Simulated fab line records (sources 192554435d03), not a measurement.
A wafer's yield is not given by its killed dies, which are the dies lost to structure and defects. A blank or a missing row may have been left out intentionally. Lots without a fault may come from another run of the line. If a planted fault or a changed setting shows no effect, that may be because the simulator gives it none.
A lot that was struck, set against a sound lot / flow n5 finfet / 30 out of 1938 route steps
Sound: the wafers L672.3, L672.5, L672.6. Struck: wafer L679.4 (L679.2, L679.3, from the same lot, were not struck and are left out); the cause is given at the end.
At each step with rows: each side's tool, then ch and its chambers, then its first start. Under that, the readings that differ: sound wafers / struck wafers / difference of the means / sigmas: that difference in standard deviations of wafers without a fault.
alike: a reading whose means differ by less than 2 such deviations, as well as words and numbers matching on both sides. not compared: withheld readings; readings where some wafer has no value; bounds like >300 that might hide an equal value; numbers whose values overlap and for which the record gives no deviation.
Wherever a step has rows on one side only, a row that says differs or no value, or a row with sigmas, the two part there. Numbers that don't overlap but have no deviation are shown without sigmas and don't part them. A reading that every wafer of one side lacks parts them only if that side has two wafers or more.

first, 4 steps without rows for these wafers: N5_BEOL_M15_EXPOSE_07 (exposes mask V14); N5_BEOL_M15_PEB_08 (peb time 90 s); N5_BEOL_M15_DEVELOP_09 (develop time 45 s); N5_BEOL_M15_HARDBAKE_14 (time 120 s).
N5_BEOL_M15_CD_MEAS_10 targets a cd of 360 nm.
  sound on cd sem-02 ch 0, day 11 14:22; struck on cd sem-02 ch 0, day 13 14:28
  alike: cd nm
N5_BEOL_M15_OVL_MEAS_11:
  sound on overlay-02 ch 0, day 11 14:24; struck on overlay-01 ch 0, day 13 14:29
reading=V14_OVL (nm); sound=-3 -8 0; struck=9; difference=+13; sigmas=+3
N5_BEOL_M15_INSPECT_12: inspects for defects (macro).
  sound on defect inspect-02, day 11 14:25; struck on defect inspect-02, day 13 14:31
  alike: raw defect count
N5_BEOL_M15_DESCUM_15: chemistry O2, time 7.9 s.
  sound on rie diel-02 ch 2,3, day 11 14:27; struck on rie diel-01 ch 2, day 13 14:50
reading=drypump motor current A (A); sound=5.6 6.1 5.6; struck=4.8; difference=-1.0; sigmas=-2
  alike: o2 flow sccm, oes product au, rf vpp V, showerhead plenum p Torr, throttle valve pct
  not compared: rf hours counter h
then, 1 step without rows for these wafers: N5_BEOL_M15_ETCH_59 (etches BARC in N2/H2, target depth 89 nm, overetch 26.7 nm, time 67.9 s).
N5_BEOL_M15_VIA_ETCH_16: etches SiO2 in C4F8/O2/Ar, target depth 1792.2 nm.
  sound on rie diel-02 ch 2,3, day 11 14:32; struck on rie diel-01 ch 2, day 13 14:55
reading=drypump motor current A (A); sound=5.6 6.1 5.6; struck=4.8; difference=-1.0; sigmas=-2
  alike: bias w, oes_f_703_au, oes product au, rf vpp V, showerhead plenum p Torr, throttle valve pct
N5_BEOL_M15_STRIP_63: strips in O2.
  sound: rie diel-02 ch 2,3; struck: rie diel-01 ch 2
  alike: drypump motor current A, o2 flow sccm, oes product au, rf vpp V, showerhead plenum p Torr, throttle valve pct
  not compared: rf hours counter h
N5_BEOL_M15_STRIP_64: strips in O2.
  sound: rie diel-02 ch 2,3; struck: rie diel-01 ch 2
reading=drypump motor current A (A); sound=5.6 6.1 5.6; struck=4.8; difference=-1.0; sigmas=-2
  alike: o2 flow sccm, oes product au, rf vpp V, showerhead plenum p Torr, throttle valve pct
  not compared: rf hours counter h
N5_BEOL_M15_STRIP_65: strips in post etch residue remover, time 60 s.
  sound on wet bench-03 ch 0,1,5, day 11 14:53; struck on wet bench-03 ch 1,2,5, day 13 15:16
then, 1 step without rows for these wafers: N5_BEOL_M15_SRD_66 (time 30 s, dry time 30 s).
N5_BEOL_M15_CD_MEAS_17 targets a cd of 360 nm.
  sound on cd sem-01, day 11 14:57; struck on cd sem-02, day 13 15:19
  alike: cd nm
then, 1 step without rows for these wafers: N5_BEOL_M15_COAT_56 (time 60 s, resist thk 550 nm).
N5_BEOL_M15_ETCH_57: etches SOC in N2/H2, time 750 s.
  sound on rie diel-02 ch 0,3, day 11 15:03; struck on rie diel-01 ch 2, day 13 15:25
  alike: bias w, drypump motor current A, oes product au, rf vpp V, showerhead plenum p Torr, throttle valve pct
  not compared: rf hours counter h
then, 8 steps without rows for these wafers: N5_BEOL_M15_COAT_60 (time 60 s, resist thk 89 nm); N5_BEOL_M15_COAT_22 (resist thk 800 nm); N5_BEOL_M15_EBR_24; N5_BEOL_M15_SOFTBAKE_23 (time 60 s); N5_BEOL_M15_EXPOSE_25 (exposes mask M15, target cd 400 nm); N5_BEOL_M15_PEB_26 (peb time 90 s); N5_BEOL_M15_DEVELOP_27 (develop time 45 s); N5_BEOL_M15_HARDBAKE_32 (time 120 s).
N5_BEOL_M15_CD_MEAS_28 targets a cd of 407.6 nm.
  sound on cd sem-01 ch 0, day 11 15:50; struck on cd sem-02 ch 0, day 13 16:12
  alike: cd nm
N5_BEOL_M15_OVL_MEAS_29:
  sound on overlay-02 ch 0, day 11 15:52; struck on overlay-02 ch 0, day 13 16:14
  alike: M15_OVL
N5_BEOL_M15_INSPECT_30: inspects for defects (macro).
  sound on defect inspect-02, day 11 15:53; struck on defect inspect-02, day 13 16:15
reading=raw defect count; sound=0 5 4; struck=249; difference=+246; sigmas=+99 or more
then, 1 step without rows for these wafers: N5_BEOL_M15_DESCUM_33 (chemistry O2, time 7.9 s).
N5_PASSIVATION_PROBE_49:
  record: rows for the struck wafers here (prober-02, day 14 11:56), none for the sound ones

## WHERE THEY PART
At N5_BEOL_M15_OVL_MEAS_11 first; at N5_PASSIVATION_PROBE_49 last (within this record only).

WHY: the cause the simulator had injected
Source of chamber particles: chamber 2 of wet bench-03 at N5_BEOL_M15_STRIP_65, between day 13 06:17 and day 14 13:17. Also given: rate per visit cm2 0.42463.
